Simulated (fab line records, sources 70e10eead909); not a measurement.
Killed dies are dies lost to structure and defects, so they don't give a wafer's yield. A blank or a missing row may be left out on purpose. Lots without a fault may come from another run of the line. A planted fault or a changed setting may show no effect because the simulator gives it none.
Which tool did it? | flow nand_harc | 12 lots, 36 wafers sampled, at 6 steps of a route of 1302

WHAT THE GAUGES READ, wafer by wafer
NHARC_A_ONON_D1_THK_MEAS_27: measures by ellipsometry. Usual: thk_nm 999 nm, standard deviation 9.8.
lot  | measured     | on            | thk_nm (nm)    | flag
L567 | day 8 07:13  | film_metro-02 | 998 997 996    |
L568 | day 8 07:14  | film_metro-01 | 1002 1001 1001 |
L570 | day 9 18:14  | film_metro-02 | 1002 1002 1000 |
L571 | day 9 18:15  | film_metro-01 | 1009 1007 1007 |
L574 | day 11 05:13 | film_metro-01 | 997 995 994    |
L580 | day 13 15:06 | film_metro-02 | 925 926 927    | OFF
L581 | day 14 08:25 | film_metro-02 | 935 936 935    | OFF
L582 | day 14 08:23 | film_metro-01 | 1002 1000 1002 |
L583 | day 15 04:13 | film_metro-01 | 1010 1009 1010 |
L585 | day 15 18:16 | film_metro-01 | 1007 1008 1007 |
L589 | day 17 09:16 | film_metro-02 | 1009 1007 1008 |
L590 | day 17 22:19 | film_metro-02 | 1011 1012 1011 |

NHARC_A_CHANNEL_HOLE_D1_CD_MEAS_10: target cd 100 nm. Usual: cd_nm 99.9 nm, standard deviation 0.56.
lot  | measured     | on        | cd_nm (nm)       | flag
L567 | day 8 11:43  | cd_sem-02 | 99.8 99.8 100.4  |
L568 | day 8 12:14  | cd_sem-01 | 98.9 99.2 99.5   |
L570 | day 10 01:26 | cd_sem-02 | 99.9 99.0 99.4   |
L571 | day 10 01:48 | cd_sem-03 | 99.2 99.2 99.5   |
L574 | day 11 10:07 | cd_sem-01 | 99.3 99.9 99.8   |
L582 | day 14 13:22 | cd_sem-03 | 100.4 99.4 99.4  |
L583 | day 15 08:12 | cd_sem-01 | 99.9 100.2 99.3  |
L585 | day 15 22:08 | cd_sem-01 | 100.6 101.1 99.7 |
L589 | day 17 16:07 | cd_sem-03 | 99.4 100.2 100.1 |
L590 | day 18 03:04 | cd_sem-02 | 100.6 100.6 99.7 |

NHARC_END_SORT_01. Usual: killed_at_array 56, standard deviation 19; killed_at_other 1.0, standard deviation 1.3; killed_at_periphery 3.8, standard deviation 2.2; killed_dies 61, standard deviation 19; killed_open 3.1, standard deviation 1.9; killed_short 2.3, standard deviation 1.5.
lot  | measured     | on        | killed_at_array | killed_at_other | killed_at_periphery | killed_dies | killed_open | killed_short | flag
L580 | day 30 05:26 | prober-02 | 666 672 672     | 6 0 4           | 5 5 1               | 677 677 677 | 1 2 6       | 5 5 2        | OFF
L581 | day 30 09:55 | prober-01 | 671 675 669     | 3 1 2           | 3 1 6               | 677 677 677 | 2 4 0       | 2 1 2        | OFF

WHICH TOOL RAN EACH LOT (tool, then ch and the chambers of the sampled wafers, then the start)
lot  | NHARC_P_BONDPAD_ACTIVATE_29        | NHARC_A_ZERO_WELL_DESCUM_12        | NHARC_A_ONON_D1_DEP_25
L567 | rie_diel-05 ch 2,3, day 6 19:51    | rie_diel-08 ch 1,2, day 6 21:17    | pecvd_onon-04 ch 0, day 8 06:43
L568 | rie_diel-05 ch 0,1,2, day 6 22:52  | rie_diel-06 ch 0,1,3, day 7 00:20  | pecvd_onon-03 ch 0, day 8 06:44
L570 | rie_diel-01 ch 2,3, day 8 03:20    | rie_diel-08 ch 2,3, day 8 04:36    | pecvd_onon-02 ch 0, day 9 17:51
L571 | rie_diel-01 ch 2,3, day 8 08:20    | rie_diel-06 ch 1,3, day 8 09:38    | pecvd_onon-03 ch 0, day 9 17:51
L574 | rie_diel-07 ch 1,3, day 9 16:23    | rie_diel-08 ch 0,2,3, day 9 17:46  | pecvd_onon-03 ch 0, day 11 04:49
L580 | rie_diel-07 ch 0,2,3, day 12 02:31 | rie_diel-06 ch 2,3, day 12 03:55   | pecvd_onon-03 ch 0, day 13 14:39
L581 | rie_diel-01 ch 2,3, day 12 19:27   | rie_diel-06 ch 0,2,3, day 12 20:52 | pecvd_onon-03 ch 0, day 14 08:02
L582 | rie_diel-05 ch 1,2,3, day 12 19:58 | rie_diel-06 ch 0,1,3, day 12 21:15 | pecvd_onon-02 ch 0, day 14 08:00
L583 | rie_diel-07 ch 0,2,3, day 13 15:55 | rie_diel-06 ch 2,3, day 13 17:18   | pecvd_onon-04 ch 0, day 15 03:46
L585 | rie_diel-01 ch 0,3, day 14 04:20   | rie_diel-06 ch 0,2,3, day 14 05:44 | pecvd_onon-04 ch 0, day 15 17:52
L589 | rie_diel-01 ch 2,3, day 16 00:16   | rie_diel-08 ch 0,3, day 16 01:33   | pecvd_onon-04 ch 0, day 17 08:45
L590 | rie_diel-01 ch 0,1,2, day 16 07:41 | rie_diel-06 ch 0,1,3, day 16 08:59 | pecvd_onon-02 ch 0, day 17 21:48
- NHARC_P_BONDPAD_ACTIVATE_29: chemistry N2, time 60 s.
- NHARC_A_ZERO_WELL_DESCUM_12: chemistry O2, time 3 s.
- NHARC_A_ONON_D1_DEP_25: target thk 1000 nm.

WHAT THE TOOLS THEMSELVES READ (means of the sampled wafers that have a number; where no wafer has one, the mark that the record gives instead)
NHARC_P_BONDPAD_ACTIVATE_29. Usual: drypump_motor_current_A 5.6 A, standard deviation 0.44; n2_flow_sccm 200.0 sccm, standard deviation 0.58; oes_product_au 1.003 a.u., standard deviation 0.0089; rf_vpp_V 63.9 V, standard deviation 0.92; showerhead_plenum_p_Torr 1.73 Torr, standard deviation 0.077.
lot  | tool        | drypump_motor_current_A (A) | n2_flow_sccm (sccm) | oes_product_au (a.u.) | rf_vpp_V (V) | showerhead_plenum_p_Torr (Torr) | flag
L567 | rie_diel-05 | 5.3                         | 200.3               | 1.000                 | 63.4         | 1.75                            |
L568 | rie_diel-05 | 5.6                         | 200.4               | 1.012                 | 63.2         | 1.70                            |
L570 | rie_diel-01 | 6.0                         | 200.3               | 1.004                 | 63.6         | 1.73                            |
L571 | rie_diel-01 | 6.0                         | 200.1               | 0.998                 | 64.1         | 1.73                            |
L574 | rie_diel-07 | 6.0                         | 200.4               | 1.004                 | 64.0         | 1.72                            |
L580 | rie_diel-07 | 6.0                         | 200.9               | 0.993                 | 63.6         | 1.75                            |
L581 | rie_diel-01 | 5.9                         | 200.5               | 1.003                 | 64.8         | 1.81                            |
L582 | rie_diel-05 | 5.6                         | 199.5               | 1.003                 | 63.9         | 1.72                            |
L583 | rie_diel-07 | 6.0                         | 200.1               | 1.004                 | 63.9         | 1.75                            |
L585 | rie_diel-01 | 5.5                         | 199.7               | 1.003                 | 64.4         | 1.69                            |
L589 | rie_diel-01 | 5.9                         | 200.3               | 1.004                 | 64.5         | 1.81                            |
L590 | rie_diel-01 | 5.4                         | 199.8               | 1.005                 | 63.9         | 1.75                            |

NHARC_A_ZERO_WELL_DESCUM_12. Usual: drypump_motor_current_A 5.7 A, standard deviation 0.47; oes_product_au 0.996 a.u., standard deviation 0.013; rf_vpp_V 57.9 V, standard deviation 0.93; showerhead_plenum_p_Torr 1.94 Torr, standard deviation 0.1; throttle_valve_pct 11.312 %, standard deviation 0.0086.
lot  | tool        | drypump_motor_current_A (A) | oes_product_au (a.u.) | rf_vpp_V (V) | showerhead_plenum_p_Torr (Torr) | throttle_valve_pct (%) | flag
L567 | rie_diel-08 | 5.7                         | 1.001                 | 58.1         | 1.90                            | 11.314                 |
L568 | rie_diel-06 | 5.8                         | 0.984                 | 57.5         | 1.96                            | 11.316                 |
L570 | rie_diel-08 | 5.5                         | 0.992                 | 56.7         | 1.89                            | 11.315                 |
L571 | rie_diel-06 | 5.9                         | 0.993                 | 57.6         | 1.99                            | 11.309                 |
L574 | rie_diel-08 | 5.8                         | 1.005                 | 58.4         | 1.84                            | 11.314                 |
L580 | rie_diel-06 | 5.2                         | 0.995                 | 58.8         | 2.06                            | 11.311                 |
L581 | rie_diel-06 | 5.5                         | 0.985                 | 58.6         | 2.03                            | 11.314                 |
L582 | rie_diel-06 | 5.9                         | 0.994                 | 58.2         | 1.96                            | 11.317                 |
L583 | rie_diel-06 | 5.6                         | 0.991                 | 57.7         | 2.05                            | 11.309                 |
L585 | rie_diel-06 | 5.5                         | 0.985                 | 58.8         | 2.03                            | 11.316                 |
L589 | rie_diel-08 | 6.0                         | 1.017                 | 57.4         | 1.79                            | 11.313                 |
L590 | rie_diel-06 | 5.8                         | 0.999                 | 57.7         | 1.96                            | 11.317                 |

NHARC_A_ONON_D1_DEP_25. Usual: n2_flow_sccm 2751 sccm, standard deviation 8.4; susceptor_temp_C 399.95 C, standard deviation 0.21.
lot  | tool          | n2_flow_sccm (sccm) | susceptor_temp_C (C) | flag
L567 | pecvd_onon-04 | 2758                | 400.10               |
L568 | pecvd_onon-03 | 2753                | 400.04               |
L570 | pecvd_onon-02 | 2751                | 400.10               |
L571 | pecvd_onon-03 | 2750                | 399.86               |
L574 | pecvd_onon-03 | 2757                | 399.80               |
L580 | pecvd_onon-03 | 2763                | 399.81               |
L581 | pecvd_onon-03 | 2750                | 400.02               |
L582 | pecvd_onon-02 | 2742                | 399.78               |
L583 | pecvd_onon-04 | 2749                | 400.15               |
L585 | pecvd_onon-04 | 2746                | 399.59               |
L589 | pecvd_onon-04 | 2748                | 399.89               |
L590 | pecvd_onon-02 | 2746                | 399.98               |

THE ANSWER, worked out from the rows above alone
Rule: a lot is off if the mean of its wafers that have a number lies more than 3 standard deviations from the usual mean. A lot without any number at a reading at which 4 lots or more have one is off too. The other lots that the step has rows for count as sound. The gauges are gone through in route order, then the tools' own readings, and for those a lot's mean is taken as printed above. The first step at which some lot is off is used, and at that step the reading that is off furthest; a lot without a number counts as furthest.
Off: L580, L581, at NHARC_A_ONON_D1_THK_MEAS_27 (thk_nm).
A tool fits if, at a process step before that reading, it ran every lot that is off, and no sound lot after the first of them. The gauges at NHARC_A_ONON_D1_THK_MEAS_27 aren't tried: what is off there is off at NHARC_END_SORT_01 too, on other tools, and a gauge's error can't cause that. One fits: pecvd_onon-03 at NHARC_A_ONON_D1_DEP_25. Its last sound lot is L574 (day 11 04:49), its first lot that is off L580 (day 13 14:39): a fault that began between those two fits.

WHAT THE SIMULATOR HAD PUT IN
Process parameter drift: pecvd_onon-03, from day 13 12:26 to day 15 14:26, at NHARC_A_ONON_D1_DEP_25. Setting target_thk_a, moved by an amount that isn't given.
Lots struck among those shown: L580, L581. The rule above found the same.
